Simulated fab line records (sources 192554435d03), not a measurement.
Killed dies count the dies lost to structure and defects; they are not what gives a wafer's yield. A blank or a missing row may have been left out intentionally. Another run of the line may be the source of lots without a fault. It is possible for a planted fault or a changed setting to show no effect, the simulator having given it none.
fab line records	flow n5-finfet
[record] lots = 4	wafers = 12	last-day = 17
route steps=1938 shown DUMMY_GATE@236 BEOL_M4@1111 PASSIVATION@1936
lots untouched by any fault: they come from a run of this same line in which no faults occurred
start-h: hours from the record's opening day to when the first of the lot's shown wafers began	wait-h: hours elapsed since this lot's preceding step	" as in the row above	L1.1+2: a row that stands for several wafers	- no value, or no start was given	* or withheld: withheld	< > ~ a bound
route shown NAME@n: NAME is a module with steps in the file, n the number in the route of the first one	usual: average and standard deviation across the fault-free wafers	same: alike in all rows	chamber/n: place in a boat	sites: readings site by site	_std_site: standard deviation of those values	_edge_site: inner sites' mean taken away from outer sites' mean	radius-mm: how far each site lies from the wafer's centre	mask NAME#n: copy n	behind: the tool/chamber that last shaped the wafer	hold: reason for holding the lot/hours on hold/outcome of the hold	device: whichever transistor did not switch (one of n, p or np)	end of line: the tests these same wafers got at the end of their route	a step with no rows: only its recipe	killed: dies that structure and defects cost at the first sort, which is not the same as the wafer's yield	map: a wafer's dies, x killed, . not, _ none there
set.NAME: the setting the step ran with; set.NAME@STEP: the setting that earlier step ran with	model.NAME: the simulator's own value behind a step, which no gauge read
lots seen at some steps along the route; tables by step, rows by wafer
services: the hour from which a tool's chamber was out of use, counted from the record's first day as start-h (under 0 if before that day), plus the number of hours and why
[[steps]]
[step N5_DUMMY_GATE_ETCH_36]
[recipe] chemistry = CF4	target = SiARC	target-depth-a = 130	pressure-mtorr = 40	source-w = 545	bias-w = 36	Ar_flow_sccm = 100	cf4-flow-sccm = 100	ion-energy-ev = 80
[step N5_DUMMY_GATE_ETCH_37]
[recipe] chemistry = N2/H2	target = SOC	target-depth-a = 600	overetch-a = 300	temp-c = 40	ion-energy-ev = 200	pressure-mtorr = 30	source-w = 840	bias-w = 150	n2-flow-sccm = 200	h2-flow-sccm = 200
[step N5_DUMMY_GATE_STRIP_38]
[recipe] chemistry = N2/H2	temp-c = 40	n2-flow-sccm = 200	h2-flow-sccm = 200	rf-frequency-hz = 6e+07
[step N5_DUMMY_GATE_STRIP_39]
[recipe] chemistry = N2/H2	temp-c = 40	n2-flow-sccm = 200	h2-flow-sccm = 200	rf-frequency-hz = 6e+07
[step N5_DUMMY_GATE_TRIM_49]
[recipe] chemistry = O2	resist = SOC	time-s = 29	target-cd-nm = 14	source-power-w = 300	bias-power-w = 0	O2_flow_sccm = 100	temp-c = 20
[step N5_DUMMY_GATE_STRIP_40]
[recipe] chemistry = CF4	resist = SiARC	power-w = 300	bias-power-w = 75	pressure-mtorr = 50	cf4-flow-sccm = 150	rf-frequency-hz = 6e+07
[step N5_DUMMY_GATE_ETCH_31]
[recipe] chemistry = C4F6/O2	target = SiO2	mask-material = SOC	target-depth-a = 825	time-s = 27.5	ion-energy-ev = 250	pressure-mtorr = 30	source-w = 345	bias-w = 185	Ar_flow_sccm = 300	C4F6_flow_sccm = 10	O2_flow_sccm = 10
[step N5_DUMMY_GATE_STRIP_41]
[recipe] chemistry = O2	power-w = 400	temp-c = 40	pressure-mtorr = 30	rf-frequency-hz = 6e+07	bias-power-w = 0	overash-fraction = 0.3	o2-flow-sccm = 225
[step N5_DUMMY_GATE_HM_OPEN_21]
[recipe] chemistry = CH3F/O2	target = SiNx	target-depth-a = 1200	Ar_flow_sccm = 150	CH3F_flow_sccm = 30	O2_flow_sccm = 23	time-s = 171.4	pressure-mtorr = 30	source-w = 395	bias-w = 73	ion-energy-ev = 120.7
[step N5_DUMMY_GATE_ETCH_32]
[recipe] chemistry = CF4	target = SiO2	target-depth-a = 35	time-s = 3.9	ion-energy-ev = 350	pressure-mtorr = 10	icp-w = 800	bias-w = 400	cf4-flow-sccm = 80
[step N5_DUMMY_GATE_ETCH_23]
[recipe] chemistry = HBr/Cl2/O2	HBr_flow_sccm = 150	Cl2_flow_sccm = 80	O2_flow_sccm = 12	bias-w = 102	target-depth-a = 410	time-s = 22.3	target = poly-Si	mask-material = SiO2	pressure-mtorr = 10	icp-w = 800
[step N5_DUMMY_GATE_ETCH_44]
[recipe] chemistry = HBr/O2	over-etch-frac = 0.7	target-depth-a = 1275	stop-on = SiO2	ion-energy-ev = 60	bias-w = 20	target = poly-Si	mask-material = SiO2	pressure-mtorr = 20	icp-w = 400	HBr_flow_sccm = 120	O2_flow_sccm = 10
[usual] HBr_flow_sccm = 120.0/0.36	O2_flow_sccm = 10.00/0.031	bias-w = 20.01/0.062	drypump-motor-current-A = 5.8/0.3	oes-product-au = 0.726/0.013	throttle-valve-pct = 18.58/0.24
lot.wafer	tool	chamber	start-h	wait-h	HBr_flow_sccm	O2_flow_sccm	bias-w	drypump-motor-current-A	oes-product-au	rf-hours-counter-h	throttle-valve-pct	model.DUMMY_GATE.cd-nm
L332.1	rie-si-04	1	58.96	0.0	119.6	10.00	19.89	6.5	0.722	198	18.49	15
L332.4	"	3	"	"	120.1	9.97	19.94	6.0	0.715	169	18.94	14.8
L332.6	"	1	"	"	119.7	10.00	20.00	6.5	0.723	-	18.49	15
L340.1	rie-si-04	2	106.53	0.0	-	-	-	-	-	-	-	13.6
L340.5	"	0	"	"	-	-	-	-	-	-	-	13.8
L340.6	"	2	"	"	-	-	-	-	-	-	-	13.8
L341.4	rie-si-04	0	112.22	0.0	-	-	-	-	-	-	-	13.8
L341.5	"	2	"	"	-	-	-	-	-	-	-	14.2
L341.6	"	3	"	"	-	-	-	-	-	-	-	14
L351.1	rie-si-03	3	174.42	0.0	120.0	9.96	20.05	5.7	0.714	83	18.26	14.8
L351.4	"	1	"	"	120.5	10.04	19.96	5.9	0.727	173	18.80	15
L351.5	"	0	"	"	119.7	9.99	19.97	5.9	0.709	-	18.27	15.2
[step N5_DUMMY_GATE_CD_MEAS_24]
[recipe] target-cd-nm = 15
[usual] cd-nm = 14.94/0.28
lot.wafer	tool	chamber	start-h	wait-h	cd-nm
L332.1	cd-sem-01	-	59.07	0.1	15.20
L332.4	"	-	"	"	15.30
L332.6	"	-	"	"	15.09
L340.1	cd-sem-01	-	106.64	0.1	13.18
L340.5	"	-	"	"	13.65
L340.6	"	-	"	"	13.98
L341.4	cd-sem-03	-	112.30	0.0	13.50
L341.5	"	-	"	"	13.98
L341.6	"	-	"	"	14.25
L351.1	cd-sem-03	-	174.53	0.1	14.57
L351.4	"	-	"	"	14.82
L351.5	"	-	"	"	15.18
[step N5_DUMMY_GATE_ETCH_42]
[recipe] chemistry = CHF3/O2	target = SiO2	target-depth-a = 35	time-s = 31	ion-energy-ev = 30	bias-w = 12	pressure-mtorr = 30	source-w = 600	Ar_flow_sccm = 200	CHF3_flow_sccm = 50	O2_flow_sccm = 5
[usual] CHF3_flow_sccm = 50.01/0.15	O2_flow_sccm = 5.000/0.015	bias-w = 12.00/0.034	drypump-motor-current-A = 5.5/0.33	oes-product-au = 0.77/0.07	rf-vpp-V = 42.4/0.9	showerhead-plenum-p-Torr = 2.41/0.057	throttle-valve-pct = 18.86/0.21
lot.wafer	tool	chamber	start-h	wait-h	CHF3_flow_sccm	O2_flow_sccm	bias-w	drypump-motor-current-A	oes-product-au	rf-hours-counter-h	rf-vpp-V	showerhead-plenum-p-Torr	throttle-valve-pct	model.DUMMY_GATE.cd-nm
L332.1	rie-diel-06	3	59.12	0.0	50.26	4.979	12.00	5.2	0.72	208	42.3	2.38	19.06	15
L332.4	"	1	"	"	49.84	5.004	12.00	5.7	0.70	223	42.8	2.29	18.95	15
L332.6	"	3	"	"	50.22	4.999	11.99	5.1	0.72	-	42.5	2.38	19.05	15
L340.1	rie-diel-06	2	106.69	0.0	49.85	5.027	11.98	5.8	0.82	76	41.2	2.44	18.80	13.4
L340.5	"	1	"	"	50.17	5.012	11.98	5.7	0.68	-	42.2	2.29	18.96	13.8
L340.6	"	2	"	"	49.93	5.016	11.97	5.8	0.81	-	41.1	2.44	18.81	13.8
L341.4	rie-diel-03	2	112.36	0.1	49.85	5.005	11.96	5.8	0.72	-	42.9	2.50	18.56	13.8
L341.5	"	1	"	"	49.85	4.993	12.00	5.1	0.84	-	41.8	2.45	18.56	14
L341.6	"	3	"	"	49.89	4.992	11.98	5.4	0.77	-	42.2	2.42	19.02	14
L351.1	rie-diel-03	0	174.58	0.0	50.03	5.006	11.95	6.2	0.93	9	42.1	2.37	18.48	15
L351.4	"	2	"	"	50.01	4.986	12.05	5.7	0.70	183	41.7	2.49	18.57	15
L351.5	"	1	"	"	50.04	4.997	12.02	5.1	0.82	-	42.8	2.44	18.60	15.2
[step N5_DUMMY_GATE_STRIP_48]
[recipe] chemistry = N2/H2	time-s = 20	power-w = 100	temp-c = 40	pressure-mtorr = 100	rf-frequency-hz = 6e+07	bias-power-w = 3	n2-flow-sccm = 300	h2-flow-sccm = 300
[step N5_BEOL_M4_RC_MEAS_101]
[usual] DIBL_N = 36.2/1.2	DIBL_P = 36.3/1.3	IOFF_N = 0.155/0.019	IOFF_P = 0.210/0.029	ION_N = 677/8.6	ION_P = 465/6.8	SS_N = 71.4/0.48	SS_P = 73.2/0.53	VT_N = 249.9/2.4	VT_P = -250/3.2
lot.wafer	tool	chamber	start-h	wait-h	DIBL_N[mV/V]	DIBL_P[mV/V]	IOFF_N[nA/um]	IOFF_P[nA/um]	ION_N[uA/um]	ION_P[uA/um]	SS_N[mV/dec]	SS_P[mV/dec]	VT_N[mV]	VT_P[mV]
L332.1	prober-02	0	164.41	0.0	37.0	38.1	0.186	0.255	703	479	71.3	74.4	242.8	-246
L332.4	"	0	"	"	36.0	36.2	0.160	0.230	678	470	71.3	73.4	245.2	-247
L332.6	"	0	"	"	34.6	34.7	0.137	0.204	680	469	70.7	73.1	250.8	-249
L351.1	prober-02	0	308.00	0.0	36.2	34.6	0.127	0.179	657	455	71.8	72.6	254.6	-251
L351.4	"	0	"	"	38.5	38.3	0.184	0.237	684	466	72.1	73.5	246.3	-250
L351.5	"	0	"	"	36.4	34.6	0.132	0.179	663	458	70.8	71.6	250.5	-254
[step N5_PASSIVATION_PROBE_49]
[usual] defect-limited-yield = 91.2/1.4	killed_at_M0_to_M3 = 34/10	killed_at_M4_up = 13/5.1	killed-at-contacts = 12/6.5	killed-at-front-end = 41/11	killed-at-other = 4/3.3	killed-dies = 104/16	killed-on-rim = 14/3.9	killed-open = 69/13	killed-short = 33/7	sort_bin_5_function = 5.1/0.91	sort_bin_6_memory = 3.3/0.69	sort-n-pass = 1076/16	sort-yield-pct = 91.2/1.4
[same] gross-dies = 1180	killed-at-back-side = 0	sort_bin_4_leakage[%] = 0	sort_bin_8_speed[%] = 0
lot.wafer	tool	chamber	start-h	wait-h	defect-limited-yield[%]	killed_at_M0_to_M3	killed_at_M4_up	killed-at-contacts	killed-at-front-end	killed-at-other	killed-dies	killed-on-rim	killed-open	killed-short	sort_bin_5_function[%]	sort_bin_6_memory[%]	sort-n-pass	sort-yield-pct[%]
L340.1	prober-02	-	344.00	0.0	0	36	14	6	1124	0	1180	152	65	31	96.5	3.4	0	0
L340.5	prober-02	-	344.20	0.2	0	57	10	10	1102	1	1180	152	81	34	95.8	3.9	0	0
L340.6	prober-02	-	344.25	0.3	0	54	11	5	1106	4	1180	152	100	35	95.2	4.6	0	0
L341.4	prober-02	-	356.74	0.2	0	42	12	5	1120	1	1180	152	63	37	96.4	3.2	0	0
L341.5	prober-02	-	356.79	0.2	0	35	24	15	1106	0	1180	152	72	34	96.3	3.5	0	0
L341.6	prober-02	-	356.84	0.3	0	33	15	17	1114	1	1180	152	89	17	97.1	2.8	0	0
// killed by level:class
L340.1 DUMMY_GATE:area-etch=1084 STI_FIN_REVEAL:geometric-particle:open=15 BEOL_M2:geometric-particle:open=8 BEOL_M1:geometric-particle:open=6 FIN_SAQP:geometric-particle:short=5 MOL_CONTACT_COAG:geometric-particle:open=5 BEOL_M0_SAQP:geometric-particle:open=5 FIN_SAQP:geometric-particle:open=4
L340.5 DUMMY_GATE:area-etch=1065 STI_FIN_REVEAL:geometric-particle:open=15 BEOL_M0_SAQP:geometric-particle:open=14 BEOL_M0_SAQP:geometric-particle:short=12 BEOL_M3:geometric-particle:open=9 FIN_SAQP:geometric-particle:open=8 BEOL_M0:geometric-particle:open=8 FIN_SAQP:geometric-particle:short=6
L340.6 DUMMY_GATE:area-etch=1044 STI_FIN_REVEAL:geometric-particle:open=25 FIN_SAQP:geometric-particle:open=15 BEOL_M1:geometric-particle:open=14 BEOL_M0_SAQP:geometric-particle:open=12 BEOL_M0_SAQP:geometric-particle:short=9 BEOL_M0:geometric-particle:open=8 BEOL_M3:geometric-particle:open=7
L341.4 DUMMY_GATE:area-etch=1080 BEOL_M1:geometric-particle:open=13 BEOL_M0_SAQP:geometric-particle:short=11 FIN_SAQP:geometric-particle:short=10 STI_FIN_REVEAL:geometric-particle:open=8 BEOL_M0_SAQP:geometric-particle:open=8 FIN_SAQP:geometric-particle:open=7 BEOL_M4:geometric-particle:open=6
L341.5 DUMMY_GATE:area-etch=1074 BEOL_M4:geometric-particle:open=14 BEOL_M3:geometric-particle:open=12 MOL_CONTACT_COAG:geometric-particle:open=11 FIN_SAQP:geometric-particle:short=7 BEOL_M1:geometric-particle:open=6 FIN_SAQP:geometric-particle:open=5 STARTING-WAFER:geometric-particle:short=5
L341.6 DUMMY_GATE:area-etch=1074 MOL_CONTACT_COAG:geometric-particle:open=16 STI_FIN_REVEAL:geometric-particle:open=12 BEOL_M4:geometric-particle:open=12 BEOL_M3:geometric-particle:open=11 BEOL_M2:geometric-particle:open=9 FIN_SAQP:geometric-particle:open=6 BEOL_M0_SAQP:geometric-particle:open=6
// map L340.1 (x killed, . not)
_________________xxxxxxxxxxxx________________
______________xxxxxxxxxxxxxxxxxx_____________
___________xxxxxxxxxxxxxxxxxxxxxxxx__________
__________xxxxxxxxxxxxxxxxxxxxxxxxxx_________
________xxxxxxxxxxxxxxxxxxxxxxxxxxxxxx_______
_______xxxxxxxxxxxxxxxxxxxxxxxxxxxxxxxx______
______xxxxxxxxxxxxxxxxxxxxxxxxxxxxxxxxxx_____
_____xxxxxxxxxxxxxxxxxxxxxxxxxxxxxxxxxxxx____
____xxxxxxxxxxxxxxxxxxxxxxxxxxxxxxxxxxxxxx___
___xxxxxxxxxxxxxxxxxxxxxxxxxxxxxxxxxxxxxxxx__
___xxxxxxxxxxxxxxxxxxxxxxxxxxxxxxxxxxxxxxxx__
__xxxxxxxxxxxxxxxxxxxxxxxxxxxxxxxxxxxxxxxxxx_
__xxxxxxxxxxxxxxxxxxxxxxxxxxxxxxxxxxxxxxxxxx_
_xxxxxxxxxxxxxxxxxxxxxxxxxxxxxxxxxxxxxxxxxxxx
_xxxxxxxxxxxxxxxxxxxxxxxxxxxxxxxxxxxxxxxxxxxx
_xxxxxxxxxxxxxxxxxxxxxxxxxxxxxxxxxxxxxxxxxxxx
_xxxxxxxxxxxxxxxxxxxxxxxxxxxxxxxxxxxxxxxxxxxx
_xxxxxxxxxxxxxxxxxxxxxxxxxxxxxxxxxxxxxxxxxxxx
_xxxxxxxxxxxxxxxxxxxxxxxxxxxxxxxxxxxxxxxxxxxx
_xxxxxxxxxxxxxxxxxxxxxxxxxxxxxxxxxxxxxxxxxxxx
_xxxxxxxxxxxxxxxxxxxxxxxxxxxxxxxxxxxxxxxxxxxx
__xxxxxxxxxxxxxxxxxxxxxxxxxxxxxxxxxxxxxxxxxx_
__xxxxxxxxxxxxxxxxxxxxxxxxxxxxxxxxxxxxxxxxxx_
___xxxxxxxxxxxxxxxxxxxxxxxxxxxxxxxxxxxxxxxx__
___xxxxxxxxxxxxxxxxxxxxxxxxxxxxxxxxxxxxxxxx__
____xxxxxxxxxxxxxxxxxxxxxxxxxxxxxxxxxxxxxx___
_____xxxxxxxxxxxxxxxxxxxxxxxxxxxxxxxxxxxx____
______xxxxxxxxxxxxxxxxxxxxxxxxxxxxxxxxxx_____
_______xxxxxxxxxxxxxxxxxxxxxxxxxxxxxxxx______
________xxxxxxxxxxxxxxxxxxxxxxxxxxxxxx_______
__________xxxxxxxxxxxxxxxxxxxxxxxxxx_________
___________xxxxxxxxxxxxxxxxxxxxxxxx__________
______________xxxxxxxxxxxxxxxxxx_____________
_________________xxxxxxxxxxxx________________
// map L341.4 (x killed, . not)
_________________xxxxxxxxxxxx________________
______________xxxxxxxxxxxxxxxxxx_____________
___________xxxxxxxxxxxxxxxxxxxxxxxx__________
__________xxxxxxxxxxxxxxxxxxxxxxxxxx_________
________xxxxxxxxxxxxxxxxxxxxxxxxxxxxxx_______
_______xxxxxxxxxxxxxxxxxxxxxxxxxxxxxxxx______
______xxxxxxxxxxxxxxxxxxxxxxxxxxxxxxxxxx_____
_____xxxxxxxxxxxxxxxxxxxxxxxxxxxxxxxxxxxx____
____xxxxxxxxxxxxxxxxxxxxxxxxxxxxxxxxxxxxxx___
___xxxxxxxxxxxxxxxxxxxxxxxxxxxxxxxxxxxxxxxx__
___xxxxxxxxxxxxxxxxxxxxxxxxxxxxxxxxxxxxxxxx__
__xxxxxxxxxxxxxxxxxxxxxxxxxxxxxxxxxxxxxxxxxx_
__xxxxxxxxxxxxxxxxxxxxxxxxxxxxxxxxxxxxxxxxxx_
_xxxxxxxxxxxxxxxxxxxxxxxxxxxxxxxxxxxxxxxxxxxx
_xxxxxxxxxxxxxxxxxxxxxxxxxxxxxxxxxxxxxxxxxxxx
_xxxxxxxxxxxxxxxxxxxxxxxxxxxxxxxxxxxxxxxxxxxx
_xxxxxxxxxxxxxxxxxxxxxxxxxxxxxxxxxxxxxxxxxxxx
_xxxxxxxxxxxxxxxxxxxxxxxxxxxxxxxxxxxxxxxxxxxx
_xxxxxxxxxxxxxxxxxxxxxxxxxxxxxxxxxxxxxxxxxxxx
_xxxxxxxxxxxxxxxxxxxxxxxxxxxxxxxxxxxxxxxxxxxx
_xxxxxxxxxxxxxxxxxxxxxxxxxxxxxxxxxxxxxxxxxxxx
__xxxxxxxxxxxxxxxxxxxxxxxxxxxxxxxxxxxxxxxxxx_
__xxxxxxxxxxxxxxxxxxxxxxxxxxxxxxxxxxxxxxxxxx_
___xxxxxxxxxxxxxxxxxxxxxxxxxxxxxxxxxxxxxxxx__
___xxxxxxxxxxxxxxxxxxxxxxxxxxxxxxxxxxxxxxxx__
____xxxxxxxxxxxxxxxxxxxxxxxxxxxxxxxxxxxxxx___
_____xxxxxxxxxxxxxxxxxxxxxxxxxxxxxxxxxxxx____
______xxxxxxxxxxxxxxxxxxxxxxxxxxxxxxxxxx_____
_______xxxxxxxxxxxxxxxxxxxxxxxxxxxxxxxx______
________xxxxxxxxxxxxxxxxxxxxxxxxxxxxxx_______
__________xxxxxxxxxxxxxxxxxxxxxxxxxx_________
___________xxxxxxxxxxxxxxxxxxxxxxxx__________
______________xxxxxxxxxxxxxxxxxx_____________
_________________xxxxxxxxxxxx________________
[[services]]
tool	chamber	start-h	hours	kind
rie-diel-06	1	45.23	9.4	repair
rie-si-03	1	52.42	2.1	repair
rie-si-04	1	94.80	-	clean
rie-si-04	1	94.80	22.4	scheduled-down
rie-si-04	1	94.80	22.4	vent-cycle
rie-si-03	-	106.36	0.2	repair
rie-diel-03	0	109.73	-	clean
rie-diel-03	0	109.73	-	consumable-replace:focus-ring
rie-diel-03	0	109.73	26.8	scheduled-down
rie-diel-03	0	109.73	26.8	vent-cycle
rie-si-04	0	143.64	3.5	repair
rie-diel-06	1	144.27	14.9	repair
rie-diel-03	3	152.15	13.5	repair
rie-diel-03	-	157.17	10.0	pm
rie-diel-06	1	161.77	-	clean
rie-diel-06	1	161.77	-	consumable-replace:focus-ring
rie-diel-06	1	161.77	-	consumable-replace:showerhead
rie-diel-06	1	161.77	18.3	scheduled-down
rie-diel-06	1	161.77	18.3	vent-cycle
rie-si-04	0	164.24	2.1	repair
[[key]]
[first-sign] step = N5_DUMMY_GATE_ETCH_44	reading = tool-record	direction = missing
[effect] step = N5_DUMMY_GATE_CD_MEAS_24	reading = cd-nm	direction = down	sigmas = 4.2	usual = 14.94	struck = 13.76
[effect] step = N5_PASSIVATION_PROBE_49	reading = sort_bin_5_function	direction = up	sigmas = 99+	usual = 5.1	struck = 96.2
[model-effect] step = N5_DUMMY_GATE_ETCH_44	value = DUMMY_GATE.cd-nm	without = 14.73	struck = 13.87
[model-effect] step = N5_DUMMY_GATE_ETCH_42	value = DUMMY_GATE.cd-nm	without = 14.73	struck = 13.8
[more-kills-born-at] N5_DUMMY_GATE_ETCH_44@rie-si-04 = 6421
met-at N5_DUMMY_GATE_ETCH_44
struck-wafers L340.1,L340.5,L340.6,L341.4,L341.5,L341.6
later-rows-left-out L340.1,L340.5,L340.6,L341.4,L341.5,L341.6
onset-between 58.96 106.53
[fault] kind = skipped-step-whole	tool = rie-si-04	chamber = -	onset-h = 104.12	steps = N5_DUMMY_GATE_ETCH_44	scope = struck-lots-only
// later-rows-left-out: the simulator's readings of these wafers behind a module that went badly wrong aren't trusted and aren't shown, but for the sort
